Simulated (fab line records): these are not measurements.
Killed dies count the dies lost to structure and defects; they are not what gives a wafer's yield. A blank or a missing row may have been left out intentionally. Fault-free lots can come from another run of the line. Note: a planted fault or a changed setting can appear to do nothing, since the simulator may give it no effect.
Problem report, 8D (eight disciplines) form, completed by code || flow nand harc || the parts of the form that need people (team, actions taken, sign-off) are left out

## 1. WHAT IS WRONG
At NHARC_END_SORT_01, killed at array averages 96 over 2 wafers from 2 lots, while fault-free wafers read 28, standard deviation 10. Measured from the usual mean, that is +6.8 standard deviations.
First seen on wafer L518.4, day 21 20:41, on prober-02. The record has a number at this step for 3 wafers belonging to 3 lots. Rule for "out" (also "out of limits"): further than 4 standard deviations from the usual mean. The other wafers with a number count as sound.

## 2. WHAT IT IS, WHAT IT ISN'T
{"question": "which readings at this step", "is": "killed at array, killed dies", "is not": "killed at other, killed at periphery, killed open, killed short"}
{"question": "which lots", "is": "L518, L520", "is not": "L533"}
{"question": "which wafers of those lots", "is": "all that have a number", "is not": "-"}
{"question": "read on which gauges", "is": "prober-02", "is not": "prober-01"}
{"question": "when", "is": "from day 21 20:41", "is not": "up to then (0 sound wafers); but 1 sound wafer of L533 came after"}

## 3. SUSPECTS, AND WHAT RULES EACH OUT
Counting: any tool at a process step up to the reading is kept as a suspect provided that every lot that is out went through it and no sound lot did after the first of them.
- the gauge at NHARC_END_SORT_01: kept. All the wafers that are out were read on prober-02, and no step on other tools shows them out.
- rie diel-13 at NHARC_A_STAIRCASE_ETCH_313 (etches the open film in CF4/CHF3): ruled out as a lasting fault. The sound lots L533 went through it after L518, its earliest lot that is out (day 13 13:47).
- rie diel-13 at NHARC_A_STAIRCASE_ETCH_315 (etches the open film in C4F8/O2/Ar, target depth 2500 nm, time 607.1 s): ruled out as a lasting fault. The sound lots L533 went through it after L518, its earliest lot that is out (day 13 17:15). NHARC_A_STAIRCASE_ETCH_315: start missing for some lots; hours and lot order therefore follow NHARC_A_STAIRCASE_ALD_415.
- ald hk-02 at NHARC_A_STAIRCASE_ALD_415 (deposits SiO2, target thk 30 nm, pulse time 6 s, ald cycles 300): ruled out as a lasting fault. The sound lots L533 went through it after L518, its earliest lot that is out (day 13 17:15).
- pecvd-03 at NHARC_A_STAIRCASE_DEP_322 (deposits SiO2, target thk 3800 nm): kept. It ran every lot that is out, first L518 (day 14 15:40), and no sound lot after that.
- rie diel-08 at NHARC_A_SGD_CUT_DESCUM_14 (chemistry O2, time 3 s): ruled out as a lasting fault. The sound lots L533 went through it after L518, its earliest lot that is out (day 15 15:24).
Left after counting: pecvd-03 at NHARC_A_STAIRCASE_DEP_322, prober-02 at NHARC_END_SORT_01.

## 4. THE CAUSE (what the simulator had put in)
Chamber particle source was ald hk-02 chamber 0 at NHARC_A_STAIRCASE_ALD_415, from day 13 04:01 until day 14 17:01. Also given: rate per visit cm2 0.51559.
The count ruled it out by mistake, since the rule takes a fault to strike every lot its tool runs from the start of the fault on, and this one did not do so.

## 5. THE EFFECT CHAIN, in route order
One row per reading whose mean, taken over the struck wafers that have a number, lies over 3 standard deviations from the usual. Only readings for which the record gives a usual standard deviation are gone through. hours: the time from each lot's start at the first step in this table that gives one to its start at this step, as a median over the lots. sigmas: the change in usual standard deviations.
{"hours": 0, "step": "NHARC_END_SORT_01", "reading": "killed at array", "usual": 28, "on struck wafers": 96, "change": "+68", "sigmas": "+6.8"}
{"hours": 0, "step": "NHARC_END_SORT_01", "reading": "killed dies", "usual": 32, "on struck wafers": 98, "change": "+66", "sigmas": "+6.0"}

## 6. WHAT WOULD HAVE CAUGHT IT SOONER
In this record the first reading out of limits at a measuring or inspecting step was taken at day 21 20:41, 209 hours after the fault began at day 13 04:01.
An alarm limit of 4 standard deviations would not have fired on the tool readings at NHARC_A_STAIRCASE_ALD_415 for which the record gives a usual standard deviation, since none of them was out on any struck wafer.
